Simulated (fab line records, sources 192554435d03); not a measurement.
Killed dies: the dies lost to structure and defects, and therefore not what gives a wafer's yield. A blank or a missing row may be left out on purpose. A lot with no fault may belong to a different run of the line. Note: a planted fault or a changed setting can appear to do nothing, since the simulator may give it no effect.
fab line records	flow n5-finfet
[record] lots = 24	wafers = 72	last-day = 18
route steps=1938 shown BEOL_M12@1615 BEOL_M13@1671
lots with no fault: from the same line, run without faults
start-h: the number of hours between the record's first day and the start of the first shown wafer of the lot	wait-h: time in hours since the lot's previous step	" same as the row above	L1.1+2: several wafers, shown together as one row	- value missing, or start not given	* or withheld: withheld	< > ~ a bound
route shown NAME@n: a module of which the file shows steps, and the number in the route of the first	usual: mean/standard deviation taken from wafers without a fault	same: alike in all rows	chamber/n: place in a boat	sites: readings site by site	_std_site: standard deviation across them	_edge_site: inner sites' mean taken away from outer sites' mean	radius-mm: for every site, how far away it sits from the centre of the wafer	mask NAME#n: copy n	behind: the most recent tool/chamber to have shaped the wafer	hold: cause of the lot's hold/its duration in hours/its outcome	device: names the non-switching transistor (n, p or np)	end of line: the route-end tests of the same wafers	where a step has no rows: the recipe by itself	killed: count of dies lost to structure and defects at first sort (not the wafer's yield)	map: the dies of a wafer, with x for killed, . for not killed, _ for no die there
set.NAME: the setting the step ran with; set.NAME@STEP: the setting that earlier step ran with	model.NAME: the simulator's own value behind a step, which no gauge read
route steps across a sampled set of lots; one table per step, one row per wafer
services: from which hour (start-h, from the record's first day; less than 0 if before it) a tool's chamber was out of use, for how many hours, and why
[[steps]]
[step N5_BEOL_M12_DESCUM_15]
[recipe] chemistry = O2	time-s = 7.9	source-power-w = 50	bias-power-w = 20	pressure-mtorr = 20	rf-frequency-hz = 2.712e+07	temp-c = 40	o2-flow-sccm = 225
[usual] drypump-motor-current-A = 5.7/0.53	oes-product-au = 0.81/0.079	rf-vpp-V = 243.7/1.2	showerhead-plenum-p-Torr = 2.12/0.061	throttle-valve-pct = 20.31/0.25
lot.wafer	tool	chamber	start-h	wait-h	drypump-motor-current-A	oes-product-au	rf-hours-counter-h	rf-vpp-V	showerhead-plenum-p-Torr	throttle-valve-pct
L075.2	rie-diel-05	3	236.71	0.0	6.1	0.69	219	245.3	2.17	20.61
L075.3	"	1	"	"	6.1	0.67	220	244.5	2.17	20.61
L075.4	"	0	"	"	5.5	0.75	185	244.3	2.18	20.50
L074.4	rie-diel-04	3	241.01	0.0	4.9	0.81	113	241.1	2.00	20.41
L074.5	"	3	"	"	4.9	0.82	-	240.3	2.00	20.41
L074.6	"	2	"	"	5.0	0.88	-	243.2	2.13	20.44
L076.2	rie-diel-01	1	254.88	0.0	6.0	0.75	167	245.7	2.18	20.39
L076.3	"	0	"	"	5.5	0.96	4	242.1	2.12	20.02
L076.6	"	1	"	"	6.0	0.75	-	244.5	2.18	20.39
L077.1	rie-diel-01	1	258.15	0.2	6.1	0.74	168	245.4	2.18	20.38
L077.2	"	2	"	"	5.8	0.95	18	244.3	2.12	19.86
L077.4	"	0	"	"	5.5	0.94	6	243.3	2.12	20.03
L079.1	rie-diel-04	1	276.52	0.0	5.6	0.75	153	243.0	2.09	20.26
L079.4	"	3	"	"	4.9	0.81	126	243.2	2.00	20.44
L079.5	"	1	"	"	5.6	0.75	-	244.1	2.09	20.26
L078.1	rie-diel-01	1	276.99	0.0	6.0	0.75	174	243.6	2.18	20.39
L078.2	"	0	"	"	5.5	0.93	12	243.8	2.12	20.04
L078.4	"	2	"	"	5.8	0.93	25	242.9	2.12	19.86
L080.2	rie-diel-04	3	277.59	0.0	4.9	0.80	126	242.7	2.00	20.43
L080.4	"	1	"	"	5.7	0.74	153	241.8	2.09	20.27
L080.5	"	0	"	"	6.7	0.83	-	244.3	2.20	20.19
L081.3	rie-diel-01	3	283.02	0.0	5.7	0.84	75	243.4	2.11	20.65
L081.5	"	2	"	"	5.9	0.93	-	242.4	2.12	19.86
L081.6	"	1	"	"	6.0	0.74	-	243.5	2.18	20.40
L082.2	rie-diel-04	3	294.22	0.0	4.9	0.80	131	241.7	1.99	20.43
L082.3	"	2	"	"	5.0	0.86	59	243.7	2.12	20.47
L082.6	"	2	"	"	5.0	0.87	-	243.6	2.12	20.48
L085.3	rie-diel-05	3	316.96	0.0	6.1	0.67	247	242.6	2.16	20.66
L085.5	"	3	"	"	6.1	0.66	-	243.6	2.16	20.64
L085.6	"	0	"	"	5.5	0.72	-	243.0	2.17	20.54
L083.3	rie-diel-05	0	317.44	0.0	5.6	0.72	215	244.3	2.17	20.54
L083.4	"	3	"	"	6.1	0.67	-	245.5	2.16	20.65
L083.5	"	0	"	"	5.6	0.72	-	245.2	2.17	20.55
L086.1	rie-diel-05	0	317.71	0.0	5.5	0.72	216	245.4	2.17	20.54
L086.3	"	3	"	"	6.1	0.67	248	244.9	2.16	20.65
L086.5	"	3	"	"	6.1	0.66	-	243.5	2.16	20.65
L084.4	rie-diel-04	3	318.16	0.3	4.9	0.78	141	241.9	1.99	20.47
L084.5	"	0	"	"	6.7	0.82	-	243.7	2.20	20.20
L084.6	"	3	"	"	4.9	0.79	-	240.9	1.99	20.45
L088.2	rie-diel-01	2	324.41	0.0	5.8	0.88	42	243.2	2.11	19.89
L088.3	"	0	"	"	5.5	0.89	30	244.6	2.11	20.06
L088.6	"	1	"	"	6.0	0.73	-	244.2	2.17	20.42
L087.1	rie-diel-04	1	326.52	0.0	5.7	0.74	171	243.3	2.08	20.29
L087.3	"	3	"	"	4.9	0.78	145	241.3	1.99	20.47
L087.4	"	0	"	"	6.7	0.81	104	245.4	2.20	20.22
L091.1	rie-diel-04	0	334.23	0.0	6.7	0.81	107	244.2	2.20	20.21
L091.3	"	3	"	"	4.9	0.77	148	241.9	1.99	20.47
L091.6	"	1	"	"	5.6	0.73	-	243.2	2.08	20.30
L089.1	rie-diel-01	1	338.99	0.0	6.0	0.73	196	243.9	2.17	20.42
L089.2	"	3	"	"	5.7	0.81	95	244.0	2.10	20.69
L089.4	"	0	"	"	5.5	0.86	34	244.1	2.11	20.07
L090.3	rie-diel-04	1	339.38	0.0	5.6	0.73	176	242.8	2.08	20.29
L090.4	"	0	"	"	6.7	0.80	109	243.5	2.20	20.20
L090.5	"	1	"	"	5.6	0.74	-	242.9	2.08	20.29
L092.3	rie-diel-01	3	364.45	0.2	5.7	0.80	104	242.7	2.10	20.70
L092.4	"	0	"	"	5.5	0.87	43	243.7	2.11	20.08
L092.5	"	1	"	"	6.0	0.72	-	244.2	2.17	20.44
L094.1	rie-diel-04	1	364.90	0.0	5.6	0.73	185	243.0	2.08	20.30
L094.5	"	1	"	"	5.7	0.73	-	242.7	2.08	20.32
L094.6	"	0	"	"	6.7	0.79	-	244.3	2.19	20.22
L095.3	rie-diel-01	2	375.24	0.0	5.9	0.86	60	245.3	2.11	19.90
L095.4	"	0	"	"	5.5	0.85	46	244.1	2.11	20.10
L095.5	"	1	"	"	6.0	0.71	-	243.9	2.17	20.45
L093.1	rie-diel-04	1	386.93	0.0	5.6	0.72	194	242.4	2.07	20.32
L093.4	"	0	"	"	6.6	0.78	127	245.0	2.19	20.26
L093.6	"	2	"	"	4.9	0.83	-	244.0	2.11	20.52
L097.1	rie-diel-04	3	393.29	0.0	4.9	0.76	170	241.8	1.98	20.50
L097.2	"	1	"	"	5.7	0.71	195	242.2	2.07	20.31
L097.4	"	0	"	"	6.6	0.78	128	245.3	2.19	20.25
L096.1	rie-diel-05	3	394.01	0.4	6.1	0.94	8	244.3	2.16	20.17
L096.3	"	2	"	"	5.8	0.88	27	244.2	2.15	19.90
L096.6	"	1	"	"	6.0	0.90	-	244.4	2.15	20.43
[step N5_BEOL_M12_OVL_MEAS_29]
[recipe] points-per-wafer = 44
[usual] M12_OVL = 1/4.8
lot.wafer	tool	chamber	start-h	wait-h	M12_OVL[nm]
L075.2	overlay-02	0	237.60	0.0	-1
L075.3	"	0	"	"	-7
L075.4	"	0	"	"	2
L074.4	overlay-01	0	241.87	0.0	-3
L074.5	"	0	"	"	2
L074.6	"	0	"	"	1
L076.2	overlay-02	0	255.73	0.0	-2
L076.3	"	0	"	"	-7
L076.6	"	0	"	"	4
L077.1	overlay-02	0	259.13	0.0	-4
L077.2	"	0	"	"	-2
L077.4	"	0	"	"	7
L079.1	overlay-01	0	277.50	0.0	8
L079.4	"	0	"	"	0
L079.5	"	0	"	"	11
L078.1	overlay-02	0	277.91	0.0	1
L078.2	"	0	"	"	4
L078.4	"	0	"	"	0
L080.2	overlay-02	0	278.44	0.0	4
L080.4	"	0	"	"	1
L080.5	"	0	"	"	-4
L081.3	overlay-01	0	283.90	0.0	8
L081.5	"	0	"	"	4
L081.6	"	0	"	"	-4
L082.2	overlay-01	0	295.07	0.0	-4
L082.3	"	0	"	"	-6
L082.6	"	0	"	"	-7
L085.3	overlay-02	0	317.82	0.0	-1
L085.5	"	0	"	"	-2
L085.6	"	0	"	"	2
L083.3	overlay-02	0	318.42	0.0	-1
L083.4	"	0	"	"	7
L083.5	"	0	"	"	0
L086.1	overlay-02	0	318.72	0.0	0
L086.3	"	0	"	"	4
L086.5	"	0	"	"	8
L084.4	overlay-01	0	319.01	0.0	1
L084.5	"	0	"	"	4
L084.6	"	0	"	"	4
L088.2	overlay-01	0	325.38	0.0	-2
L088.3	"	0	"	"	-4
L088.6	"	0	"	"	7
L087.1	overlay-02	0	327.37	0.0	4
L087.3	"	0	"	"	2
L087.4	"	0	"	"	1
L091.1	overlay-01	0	335.08	0.0	5
L091.3	"	0	"	"	-1
L091.6	"	0	"	"	2
L089.1	overlay-01	0	339.84	0.0	5
L089.2	"	0	"	"	3
L089.4	"	0	"	"	-9
L090.3	overlay-02	0	340.36	0.0	9
L090.4	"	0	"	"	7
L090.5	"	0	"	"	-3
L092.3	overlay-02	0	365.43	0.0	5
L092.4	"	0	"	"	1
L092.5	"	0	"	"	-3
L094.1	overlay-02	0	365.88	0.0	7
L094.5	"	0	"	"	3
L094.6	"	0	"	"	7
L095.3	overlay-02	0	376.22	0.0	1
L095.4	"	0	"	"	-2
L095.5	"	0	"	"	0
L093.1	overlay-02	0	389.63	0.0	2
L093.4	"	0	"	"	9
L093.6	"	0	"	"	-1
L097.1	overlay-02	0	394.14	0.0	4
L097.2	"	0	"	"	-2
L097.4	"	0	"	"	4
L096.1	overlay-01	0	394.86	0.0	9
L096.3	"	0	"	"	12
L096.6	"	0	"	"	3
[step N5_BEOL_M12_OCD_MEAS_35]
[usual] trench-depth-nm = 320/4.9
lot.wafer	tool	chamber	start-h	wait-h	trench-depth-nm
L075.2	ocd-01	-	238.18	0.0	318
L075.3	"	-	"	"	317
L075.4	"	-	"	"	319
L074.4	ocd-02	-	243.18	0.0	320
L074.5	"	-	"	"	321
L074.6	"	-	"	"	327
L076.2	ocd-01	-	256.41	0.0	319
L076.3	"	-	"	"	320
L076.6	"	-	"	"	320
L077.1	ocd-02	-	259.70	0.0	316
L077.2	"	-	"	"	315
L077.4	"	-	"	"	318
L079.1	ocd-01	-	278.07	0.0	320
L079.4	"	-	"	"	319
L079.5	"	-	"	"	320
L078.1	ocd-01	-	278.56	0.0	323
L078.2	"	-	"	"	325
L078.4	"	-	"	"	325
L080.2	ocd-02	-	279.18	0.0	325
L080.4	"	-	"	"	314
L080.5	"	-	"	"	319
L081.3	ocd-02	-	284.48	0.0	323
L081.5	"	-	"	"	326
L081.6	"	-	"	"	323
L082.2	ocd-02	-	295.66	0.0	310
L082.3	"	-	"	"	312
L082.6	"	-	"	"	310
L085.3	ocd-02	-	318.74	0.0	319
L085.5	"	-	"	"	325
L085.6	"	-	"	"	318
L083.3	ocd-01	-	319.23	0.0	320
L083.4	"	-	"	"	322
L083.5	"	-	"	"	316
L086.1	ocd-02	-	319.48	0.0	314
L086.3	"	-	"	"	326
L086.5	"	-	"	"	327
L084.4	ocd-01	-	319.95	0.0	322
L084.5	"	-	"	"	322
L084.6	"	-	"	"	324
L088.2	ocd-01	-	326.05	0.0	319
L088.3	"	-	"	"	324
L088.6	"	-	"	"	325
L087.1	ocd-01	-	328.19	0.0	311
L087.3	"	-	"	"	313
L087.4	"	-	"	"	315
L091.1	ocd-01	-	335.66	0.0	318
L091.3	"	-	"	"	317
L091.6	"	-	"	"	317
L089.1	ocd-01	-	340.41	0.0	325
L089.2	"	-	"	"	323
L089.4	"	-	"	"	323
L090.3	ocd-02	-	340.94	0.0	326
L090.4	"	-	"	"	316
L090.5	"	-	"	"	328
L092.3	ocd-01	-	366.01	0.0	310
L092.4	"	-	"	"	312
L092.5	"	-	"	"	321
L094.1	ocd-02	-	366.45	0.0	328
L094.5	"	-	"	"	324
L094.6	"	-	"	"	326
L095.3	ocd-02	-	376.92	0.0	326
L095.4	"	-	"	"	327
L095.5	"	-	"	"	321
L093.1	ocd-01	-	390.34	0.0	325
L093.4	"	-	"	"	320
L093.6	"	-	"	"	321
L097.1	ocd-01	-	394.79	0.0	322
L097.2	"	-	"	"	323
L097.4	"	-	"	"	326
L096.1	ocd-01	-	395.46	0.0	320
L096.3	"	-	"	"	326
L096.6	"	-	"	"	317
[step N5_BEOL_M12_STRIP_37]
[recipe] chemistry = N2/H2	power-w = 1000	temp-c = 250	h2-frac = 0.65	overash-fraction = 0.3	pressure-mtorr = withheld	n2-flow-sccm = 1750	h2-flow-sccm = 3250
[usual] drypump-motor-current-A = 5.5/0.53	heater-power-w = 342/22	oes-product-au = 0.789/0.0099
lot.wafer	tool	chamber	start-h	wait-h	drypump-motor-current-A	heater-power-w	oes-product-au	rf-hours-counter-h
L075.2	plasma-asher-02	1	238.22	0.0	5.4	317	0.793	72
L075.3	"	1	"	"	5.4	316	0.787	-
L075.4	"	0	"	"	5.5	373	0.782	-
L074.4	plasma-asher-02	1	243.24	0.1	5.4	328	0.785	-
L074.5	"	0	"	"	5.5	372	0.801	-
L074.6	"	1	"	"	5.4	319	0.810	-
L076.2	plasma-asher-01	1	256.45	0.0	4.7	336	0.795	117
L076.3	"	0	"	"	6.4	344	0.788	-
L076.6	"	1	"	"	4.7	327	0.791	-
L077.1	plasma-asher-02	1	259.74	0.0	5.4	330	0.796	77
L077.2	"	0	"	"	5.5	371	0.803	77
L077.4	"	1	"	"	5.4	308	0.787	-
L079.1	plasma-asher-02	0	278.11	0.0	5.5	376	0.773	81
L079.4	"	0	"	"	5.6	366	0.791	-
L079.5	"	0	"	"	5.5	376	0.797	-
L078.1	plasma-asher-01	1	278.60	0.0	4.7	327	0.794	121
L078.2	"	0	"	"	6.4	339	0.784	121
L078.4	"	1	"	"	4.7	331	0.789	-
L080.2	plasma-asher-01	1	279.22	0.0	4.7	331	0.798	121
L080.4	"	1	"	"	4.7	336	0.770	-
L080.5	"	0	"	"	6.4	344	0.788	-
L081.3	plasma-asher-01	1	284.53	0.1	4.7	330	0.767	-
L081.5	"	1	"	"	4.7	338	0.796	-
L081.6	"	0	"	"	6.4	351	0.803	-
L082.2	plasma-asher-01	1	295.70	0.0	4.7	331	0.794	125
L082.3	"	0	"	"	6.4	337	0.802	-
L082.6	"	1	"	"	4.7	329	0.777	-
L085.3	plasma-asher-02	0	318.80	0.1	5.5	364	0.782	-
L085.5	"	0	"	"	5.5	371	0.782	-
L085.6	"	1	"	"	5.4	326	0.787	-
L083.3	plasma-asher-01	0	319.28	0.1	6.4	349	0.800	-
L083.4	"	1	"	"	4.7	334	0.798	-
L083.5	"	0	"	"	6.4	342	0.784	-
L086.1	plasma-asher-02	1	319.52	0.0	5.4	322	0.787	87
L086.3	"	0	"	"	5.5	371	0.777	-
L086.5	"	0	"	"	5.5	376	0.791	-
L084.4	plasma-asher-01	0	320.00	0.1	6.4	342	0.768	-
L084.5	"	1	"	"	4.7	325	0.791	-
L084.6	"	0	"	"	6.4	339	0.784	-
L088.2	plasma-asher-01	0	326.09	0.0	6.4	335	0.796	130
L088.3	"	1	"	"	4.7	332	0.769	-
L088.6	"	0	"	"	6.4	346	0.798	-
L087.1	plasma-asher-02	1	328.23	0.0	5.4	319	0.790	90
L087.3	"	0	"	"	5.5	366	0.799	-
L087.4	"	1	"	"	5.4	323	0.779	-
L091.1	plasma-asher-02	1	335.70	0.0	5.4	320	0.794	91
L091.3	"	1	"	"	5.4	319	0.775	-
L091.6	"	1	"	"	5.4	323	0.794	-
L089.1	plasma-asher-02	0	340.45	0.0	5.5	370	0.796	92
L089.2	"	1	"	"	5.4	318	0.778	92
L089.4	"	0	"	"	5.5	372	0.787	-
L090.3	plasma-asher-02	0	340.99	0.1	5.5	374	0.777	-
L090.4	"	1	"	"	5.4	317	0.797	-
L090.5	"	0	"	"	5.5	371	0.785	-
L092.3	plasma-asher-02	1	366.06	0.1	5.4	321	0.779	-
L092.4	"	0	"	"	5.5	370	0.789	-
L092.5	"	1	"	"	5.4	320	0.786	-
L094.1	plasma-asher-02	0	366.49	0.0	5.5	377	0.789	96
L094.5	"	1	"	"	5.4	313	0.774	-
L094.6	"	0	"	"	5.5	372	0.803	-
L095.3	plasma-asher-01	0	376.98	0.1	6.4	338	0.790	-
L095.4	"	1	"	"	4.7	329	0.785	-
L095.5	"	0	"	"	6.4	341	0.787	-
L093.1	plasma-asher-02	1	390.38	0.0	5.4	312	0.778	100
L093.4	"	1	"	"	5.4	316	0.787	-
L093.6	"	0	"	"	5.5	368	0.795	-
L097.1	plasma-asher-02	0	394.83	0.0	5.5	370	0.775	102
L097.2	"	1	"	"	5.4	314	0.790	102
L097.4	"	1	"	"	5.4	317	0.796	-
L096.1	plasma-asher-02	0	395.50	0.0	5.5	375	0.786	102
L096.3	"	0	"	"	5.5	383	0.777	-
L096.6	"	0	"	"	5.5	360	0.806	-
[step N5_BEOL_M12_INSPECT_55]
[recipe] inspect-instrument = darkfield	mode = post-dep
[usual] raw-defect-count = 68/25
lot.wafer	tool	chamber	start-h	wait-h	raw-defect-count
L075.2	defect-inspect-01	-	241.37	0.0	40
L075.3	"	-	"	"	65
L075.4	"	-	"	"	68
L074.4	defect-inspect-01	-	247.22	0.0	144
L074.5	"	-	"	"	78
L074.6	"	-	"	"	43
L076.2	defect-inspect-01	-	258.67	0.0	72
L076.3	"	-	"	"	67
L076.6	"	-	"	"	49
L077.1	defect-inspect-01	-	265.82	0.0	73
L077.2	"	-	"	"	44
L077.4	"	-	"	"	50
L079.1	defect-inspect-02	-	281.02	0.0	87
L079.4	"	-	"	"	42
L079.5	"	-	"	"	33
L078.1	defect-inspect-02	-	281.52	0.0	63
L078.2	"	-	"	"	34
L078.4	"	-	"	"	57
L080.2	defect-inspect-02	-	282.07	0.0	52
L080.4	"	-	"	"	36
L080.5	"	-	"	"	36
L081.3	defect-inspect-01	-	288.79	0.0	58
L081.5	"	-	"	"	39
L081.6	"	-	"	"	58
L082.2	defect-inspect-02	-	299.95	0.0	80
L082.3	"	-	"	"	55
L082.6	"	-	"	"	129
L085.3	defect-inspect-02	-	322.96	0.0	42
L085.5	"	-	"	"	78
L085.6	"	-	"	"	52
L083.3	defect-inspect-02	-	323.18	0.0	71
L083.4	"	-	"	"	39
L083.5	"	-	"	"	46
L086.1	defect-inspect-02	-	323.24	0.0	39
L086.3	"	-	"	"	54
L086.5	"	-	"	"	64
L084.4	defect-inspect-01	-	323.97	0.0	66
L084.5	"	-	"	"	60
L084.6	"	-	"	"	41
L088.2	defect-inspect-01	-	330.27	0.0	99
L088.3	"	-	"	"	154
L088.6	"	-	"	"	134
L087.1	defect-inspect-02	-	336.37	0.0	73
L087.3	"	-	"	"	43
L087.4	"	-	"	"	79
L091.1	defect-inspect-01	-	343.41	0.0	74
L091.3	"	-	"	"	98
L091.6	"	-	"	"	97
L089.1	defect-inspect-02	-	343.52	0.0	54
L089.2	"	-	"	"	63
L089.4	"	-	"	"	48
L090.3	defect-inspect-01	-	347.23	0.0	130
L090.4	"	-	"	"	147
L090.5	"	-	"	"	171
L092.3	defect-inspect-02	-	371.69	0.0	49
L092.4	"	-	"	"	90
L092.5	"	-	"	"	95
L094.1	defect-inspect-02	-	372.05	0.0	68
L094.5	"	-	"	"	66
L094.6	"	-	"	"	57
L095.3	defect-inspect-02	-	380.34	0.0	60
L095.4	"	-	"	"	75
L095.5	"	-	"	"	34
L093.1	defect-inspect-01	-	392.43	0.0	87
L093.4	"	-	"	"	73
L093.6	"	-	"	"	93
L097.1	defect-inspect-02	-	398.75	0.0	55
L097.2	"	-	"	"	71
L097.4	"	-	"	"	62
L096.1	defect-inspect-02	-	403.31	0.0	34
L096.3	"	-	"	"	75
L096.6	"	-	"	"	65
[step N5_BEOL_M13_INSPECT_12]
[recipe] mode = adi	inspect-instrument = macro
[usual] raw-defect-count = 2.1/1.4
lot.wafer	tool	chamber	start-h	wait-h	raw-defect-count
L075.2	defect-inspect-02	-	242.04	0.0	3
L075.3	"	-	"	"	1
L075.4	"	-	"	"	4
L074.4	defect-inspect-01	-	247.77	0.0	3
L074.5	"	-	"	"	0
L074.6	"	-	"	"	1
L076.2	defect-inspect-01	-	259.34	0.0	2
L076.3	"	-	"	"	1
L076.6	"	-	"	"	4
L077.1	defect-inspect-02	-	266.37	0.0	3
L077.2	"	-	"	"	1
L077.4	"	-	"	"	3
L079.1	defect-inspect-02	-	281.69	0.0	2
L079.4	"	-	"	"	2
L079.5	"	-	"	"	3
L078.1	defect-inspect-02	-	282.06	0.0	2
L078.2	"	-	"	"	2
L078.4	"	-	"	"	1
L080.2	defect-inspect-02	-	282.61	0.0	2
L080.4	"	-	"	"	0
L080.5	"	-	"	"	1
L081.3	defect-inspect-02	-	289.46	0.0	3
L081.5	"	-	"	"	3
L081.6	"	-	"	"	1
L082.2	defect-inspect-01	-	300.50	0.0	1
L082.3	"	-	"	"	3
L082.6	"	-	"	"	0
L085.3	defect-inspect-02	-	323.50	0.0	2
L085.5	"	-	"	"	2
L085.6	"	-	"	"	5
L086.1	defect-inspect-02	-	323.91	0.0	2
L086.3	"	-	"	"	2
L086.5	"	-	"	"	1
L083.3	defect-inspect-02	-	324.07	0.0	1
L083.4	"	-	"	"	2
L083.5	"	-	"	"	1
L084.4	defect-inspect-02	-	324.51	0.0	5
L084.5	"	-	"	"	3
L084.6	"	-	"	"	1
L088.2	defect-inspect-01	-	330.81	0.0	0
L088.3	"	-	"	"	3
L088.6	"	-	"	"	2
L087.1	defect-inspect-01	-	336.91	0.0	1
L087.3	"	-	"	"	1
L087.4	"	-	"	"	2
L091.1	defect-inspect-01	-	343.98	0.0	1
L091.3	"	-	"	"	5
L091.6	"	-	"	"	1
L089.1	defect-inspect-01	-	344.07	0.0	3
L089.2	"	-	"	"	2
L089.4	"	-	"	"	2
L090.3	defect-inspect-02	-	347.78	0.0	1
L090.4	"	-	"	"	9
L090.5	"	-	"	"	3
L092.3	defect-inspect-01	-	372.36	0.0	1
L092.4	"	-	"	"	4
L092.5	"	-	"	"	2
L094.1	defect-inspect-01	-	372.65	0.0	2
L094.5	"	-	"	"	0
L094.6	"	-	"	"	3
L095.3	defect-inspect-02	-	381.02	0.0	3
L095.4	"	-	"	"	2
L095.5	"	-	"	"	0
L093.1	defect-inspect-02	-	393.13	0.0	3
L093.4	"	-	"	"	2
L093.6	"	-	"	"	3
L097.1	defect-inspect-01	-	399.42	0.0	2
L097.2	"	-	"	"	1
L097.4	"	-	"	"	1
L096.1	defect-inspect-01	-	403.91	0.0	1
L096.3	"	-	"	"	3
L096.6	"	-	"	"	4
[[services]]
tool	chamber	start-h	hours	kind
rie-diel-01	0	230.54	-	clean
rie-diel-01	0	230.54	-	consumable-replace:focus-ring
rie-diel-04	1	265.53	7.1	repair
rie-diel-05	-	290.29	1.3	repair
rie-diel-05	2	291.99	-	clean
rie-diel-05	2	291.99	-	consumable-replace:focus-ring
rie-diel-05	2	291.99	23.1	scheduled-down
rie-diel-05	2	291.99	23.1	vent-cycle
rie-diel-04	0	298.79	14.6	repair
rie-diel-05	1	315.32	-	clean
rie-diel-05	1	315.32	-	consumable-replace:focus-ring
rie-diel-05	1	315.32	16.3	scheduled-down
rie-diel-05	1	315.32	16.3	vent-cycle
rie-diel-05	3	332.94	-	clean
rie-diel-05	3	332.94	-	consumable-replace:esc
rie-diel-05	3	332.94	-	consumable-replace:focus-ring
rie-diel-05	3	332.94	39.3	scheduled-down
rie-diel-05	3	332.94	39.3	vent-cycle
plasma-asher-02	-	352.57	2.4	repair
rie-diel-01	-	356.84	0.7	repair
rie-diel-05	1	358.51	3.4	repair
rie-diel-04	2	360.37	9.1	repair
rie-diel-05	0	393.64	-	clean
rie-diel-05	0	393.64	-	consumable-replace:focus-ring
[[key]]
fault none
